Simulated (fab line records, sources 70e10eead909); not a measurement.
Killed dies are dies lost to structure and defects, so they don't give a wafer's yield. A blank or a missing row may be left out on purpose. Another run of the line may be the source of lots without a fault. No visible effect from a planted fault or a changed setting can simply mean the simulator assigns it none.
Struck lot and sound lot, side by side | flow nand_harc | 15 steps out of a route of 1302
Sound: these wafers, L309.2, L309.3, L309.6. The struck wafers were L325.1, L325.5, L325.6. The cause comes at the end.
Order at every step that has rows: each side's tool, ch and its chambers, its first start. Under that, the readings that differ: sound wafers | struck wafers | difference of the means | sigmas: that difference in standard deviations of wafers without a fault.
alike: a reading whose means differ by less than 2 such deviations, as well as words and numbers matching on both sides. not compared: withheld readings; readings where some wafer has no value; bounds like >300 that might hide an equal value; numbers whose values overlap and for which the record gives no deviation.
A row with sigmas, a row that says differs or no value, or rows on one side alone: a step with any of these is where the two part. Numbers that have no deviation but don't overlap get no sigmas and don't part them. A reading that every wafer of one side lacks parts them only if that side has two wafers or more.

NHARC_A_CONTACT_ETCH_77: etches the open film in CF4/CHF3, target depth 108.9 nm, time 54.5 s.
  sound: rie_diel-01 ch 0,1,3; struck: rie_diel-04 ch 1,2
  alike: bias_w, cf4_flow_sccm, drypump_motor_current_A, oes_product_au, rf_vpp_V, showerhead_plenum_p_Torr, throttle_valve_pct
  not compared: rf_hours_counter_h
then, 2 steps without rows for these wafers: NHARC_A_CONTACT_ETCH_78 (etches the open film in O2/COS, target depth 5300 nm, time 1378 s); NHARC_A_CONTACT_ETCH_124 (etches the open film in C4F8/O2/Ar, time 140 s, target depth 700 nm).
NHARC_A_CONTACT_ETCH_125: etches the open film in C4F8/O2/Ar, time 197 s, target depth 1918 nm.
  sound on har_cap_etch-03 ch 0, day 22 18:16; struck on har_cap_etch-01 ch 0,1, day 30 04:03
  alike: chamber_pressure_mTorr, oes_air_line_au
  not compared: rf_hours_counter_h
then, 2 steps without rows for these wafers: NHARC_A_CONTACT_ETCH_126 (etches the open film in C4F8/O2/Ar, time 197 s, target depth 1918 nm); NHARC_A_CONTACT_ETCH_127 (etches the open film in C4F8/O2/Ar, time 197 s, target depth 1918 nm).
NHARC_A_CONTACT_ETCH_128: etches the open film in C4F8/O2/Ar, time 197 s, target depth 1918 nm.
  sound on har_cap_etch-03 ch 0, day 22 18:47; struck on har_cap_etch-01 ch 0,1, day 30 04:35
  alike: chamber_pressure_mTorr, oes_air_line_au
  not compared: rf_hours_counter_h
then, 1 step without rows for these wafers: NHARC_A_CONTACT_ETCH_129 (etches the open film in C4F8/O2/Ar, time 197 s, target depth 1918 nm).
NHARC_A_CONTACT_ETCH_130: etches the open film in C4F8/O2/Ar, time 197 s, target depth 1918 nm.
  sound on har_cap_etch-03 ch 0, day 22 19:09; struck on har_cap_etch-01 ch 0,1, day 30 04:56
  alike: chamber_pressure_mTorr, oes_air_line_au
  not compared: rf_hours_counter_h
NHARC_A_CONTACT_ETCH_131: etches the open film in C4F8/O2/Ar, time 197 s, target depth 1918 nm.
  sound on har_cap_etch-03 ch 0, day 22 19:19; struck on har_cap_etch-01 ch 0,1, day 30 05:06
  alike: chamber_pressure_mTorr, oes_air_line_au
  not compared: rf_hours_counter_h
then, 2 steps without rows for these wafers: NHARC_A_CONTACT_ETCH_132 (etches the open film in C4F8/O2/Ar, time 197 s, target depth 1924 nm); NHARC_A_CONTACT_ETCH_133 (etches the open film in C4F8/O2/Ar, time 374 s, target depth 1610 nm).
NHARC_A_CONTACT_ETCH_91: etches the open film in CH3F/O2, target depth 40 nm, time 85.7 s.
  sound on rie_diel-01 ch 0,1, day 22 20:28; struck on rie_diel-01 ch 1,2,3, day 30 06:16
  no value came back on the struck wafers for any of 7 readings (bias_w (W), ch3f_flow_sccm (sccm) and others); on the sound wafers bias_w (W) reads 100.3 100.2 100.2
  not compared: rf_hours_counter_h
then, 1 step without rows for these wafers: NHARC_A_CONTACT_ETCH_97 (etches the open film in C4F6/O2, target depth 20 nm, time 10 s).
-- break in the record here, with 3 days between the starts of the struck wafers on either side (left off in module A_CONTACT, picked up again in module END, where the first step shown is number 1302 on the route) --
NHARC_END_SORT_01:
  here the record holds rows for the struck wafers (prober-02 ch 0, day 32 21:01) but none for the sound ones

== WHERE THEY PART ==
Earliest at NHARC_A_CONTACT_ETCH_91; latest, in this record, at NHARC_END_SORT_01.

WHY: what had been put in by the simulator
Entire step skipped (rie_diel-01, NHARC_A_CONTACT_ETCH_91), from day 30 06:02 onward. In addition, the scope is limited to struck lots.
